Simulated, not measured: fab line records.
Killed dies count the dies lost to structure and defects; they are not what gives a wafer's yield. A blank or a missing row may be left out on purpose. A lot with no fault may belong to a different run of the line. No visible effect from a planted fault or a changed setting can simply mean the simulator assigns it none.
Chamber matching | flow n5 finfet | 3 sister chambers for N5_BEOL_M2_PECVD_72 on pecvd-01
The step deposits SiO2 from TEOS/O2, target thk 16 nm, time 18 s. 14 wafers are shown with their chamber, then 7 later ones without.

## WAFERS PAIRED WITH THEIR CHAMBERS
wafer  | chamber | throttle valve pct (%) | showerhead plenum p Torr (Torr) | heater power w (W)
L326.3 | 1       | 22.5                   | 8.85                            | 781
L326.4 | 0       | 23.7                   | 8.77                            | 676
L326.5 | 0       | 24.1                   | 8.75                            | 666
L330.4 | 1       | 22.4                   | 8.87                            | 728
L330.5 | 0       | 24.3                   | 8.75                            | 712
L330.6 | 2       | 20.5                   | 8.78                            | 762
L332.3 | 0       | 24.1                   | 8.75                            | 605
L332.5 | 2       | 20.3                   | 8.80                            | 808
L332.6 | 0       | 24.2                   | 8.74                            | 600
L333.2 | 1       | 22.3                   | 8.86                            | 715
L333.4 | 2       | 20.8                   | 8.82                            | 776
L333.6 | 0       | 24.1                   | 8.74                            | 719
L336.3 | 1       | 22.3                   | 8.84                            | 787
L336.5 | 0       | 24.2                   | 8.78                            | 706

SIGNATURES (averages over the wafers above)
reading                  | chamber 0 | chamber 1 | chamber 2 | scatter within a chamber
throttle valve pct       | 24.100    | 22.375    | 20.533    | 0.184
showerhead plenum p Torr | 8.7543    | 8.8550    | 8.8000    | 0.0156
heater power w           | 669.14    | 752.75    | 782.00    | 42.4
Rule: for a wafer and a chamber, the distance is found by dividing, reading by reading, the gap between the wafer's reading and the chamber's mean by the reading's scatter, squaring, summing and taking the root. If the next closest chamber is less than 2 further off than the closest, the wafer can't be placed; otherwise it belongs to the closest. The scatter is the square root of a quotient: the sum, over the shown wafers, of each reading's squared deviation from its chamber's mean, divided by wafers minus chambers.

## WAFERS WITHOUT THEIR CHAMBER
wafer  | throttle valve pct (%) | showerhead plenum p Torr (Torr) | heater power w (W)
L336.6 | 20.6                   | 8.80                            | 809
L342.3 | 20.9                   | 8.78                            | 713
L342.4 | 24.2                   | 8.76                            | 704
L342.6 | 21.0                   | 8.80                            | 718
L343.3 | 24.3                   | 8.76                            | 663
L343.4 | 24.4                   | 8.72                            | 674
L343.5 | 20.7                   | 8.80                            | 780

## EACH ONE'S CHAMBER
wafer  | from the rows above | in truth
L336.6 | 2                   | 2
L342.3 | 2                   | 2
L342.4 | 0                   | 0
L342.6 | 2                   | 2
L343.3 | 0                   | 0
L343.4 | 0                   | 0
L343.5 | 2                   | 2
Correct placement for 7 of the 7. Number that these rows cannot place: 0. Number placed wrongly: 0.
